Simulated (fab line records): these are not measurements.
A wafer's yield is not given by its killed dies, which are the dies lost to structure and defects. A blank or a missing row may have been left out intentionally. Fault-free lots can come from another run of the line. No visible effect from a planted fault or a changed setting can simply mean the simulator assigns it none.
Problem report in the 8D (eight disciplines) form, filled by code -- flow n5 finfet -- the parts of the form that need people (team, actions taken, sign-off) are left out

1. WHAT WENT WRONG
A mean of 291.5 s is read at N5_BEOL_M12_ETCH_68 for run length s, taken on 1 wafer of 1 lot, against 308.3 s (standard deviation 0.44) on wafers free of any fault. Relative to the usual mean, that is a shift of -38 standard deviations.
The step: etches SOC in N2/H2, time 285 s.
Earliest sighting: wafer L492.1 on rie diel-01 at day 11 19:30. The record holds 27 wafers of 9 lots with a number at this step. Rule for "out", or "out of limits": more than 4 standard deviations from the usual mean. Any other wafer with a number is counted as sound.

2. WHAT THIS IS AND IS NOT
question,is,is not
which readings at this step,run length s,"drypump motor current A, oes product au, rf vpp V, showerhead plenum p Torr, throttle valve pct"
which lots,L492,"L488, L490, L503, L504, L505, L506, L508, L509"
which wafers of those lots,L492.1,"L492.4, L492.6"
read on which tools,rie diel-01,rie diel-03
when,from day 11 19:30,"up to then (8 sound wafers); but 18 sound wafers of L503, L504, L505, L506, L508, L509 came after"

3. THE SUSPECTS, EACH WITH WHAT RULES IT OUT
Counting: a tool at a process step up to the reading stays a suspect if it ran every lot that is out. Sound lots after the first of them don't rule it out here, since some wafers of a struck lot are sound.
- rie diel-03 at N5_BEOL_M12_VIA_ETCH_16 (etches SiOC in C4F8/O2/Ar, target depth 724.8 nm): kept. It ran the lot that is out, L492 (day 11 18:13).
- rie diel-01 at N5_BEOL_M12_ETCH_68 (etches SOC in N2/H2, time 285 s): kept. It processed L492, the lot that is out, at day 11 19:30, and its most recent sound lot before then was L490 at day 11 05:08. On those wafers its own readings are out: run length s.
- Within rie diel-03 at N5_BEOL_M12_VIA_ETCH_16: the wafers that are out ran in chamber 3; their sound lot-mates ran in chamber 0.
What counting leaves: rie diel-03 at N5_BEOL_M12_VIA_ETCH_16 and rie diel-01 at N5_BEOL_M12_ETCH_68.

4. THE CAUSE (what the simulator had put in)
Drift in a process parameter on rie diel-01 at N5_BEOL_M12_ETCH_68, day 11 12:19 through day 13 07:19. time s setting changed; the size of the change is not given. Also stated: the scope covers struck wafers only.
This tool is one of the 2 suspects left after counting.

5. THE CHAIN OF EFFECTS, in route order
Each row: a reading whose mean over the struck wafers that have a number lies more than 3 standard deviations from the usual. Only readings for which the record gives a usual standard deviation are gone through. hours: the time from each lot's start at the first step in this table that gives one to its start at this step, as a median over the lots. sigmas: the change in usual standard deviations.
hours,step,reading,usual,on struck wafers,change,sigmas
0,N5_BEOL_M12_ETCH_68,run length s,308.3 s,291.5,-16.8,-38
Here are the process steps it includes:
- N5_BEOL_M12_ETCH_68: etches SOC in N2/H2, time 285 s.

6. WHAT WOULD HAVE CAUGHT IT SOONER
First out-of-limits reading in this record: day 11 19:30, which is 7 hours after fault onset at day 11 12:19.
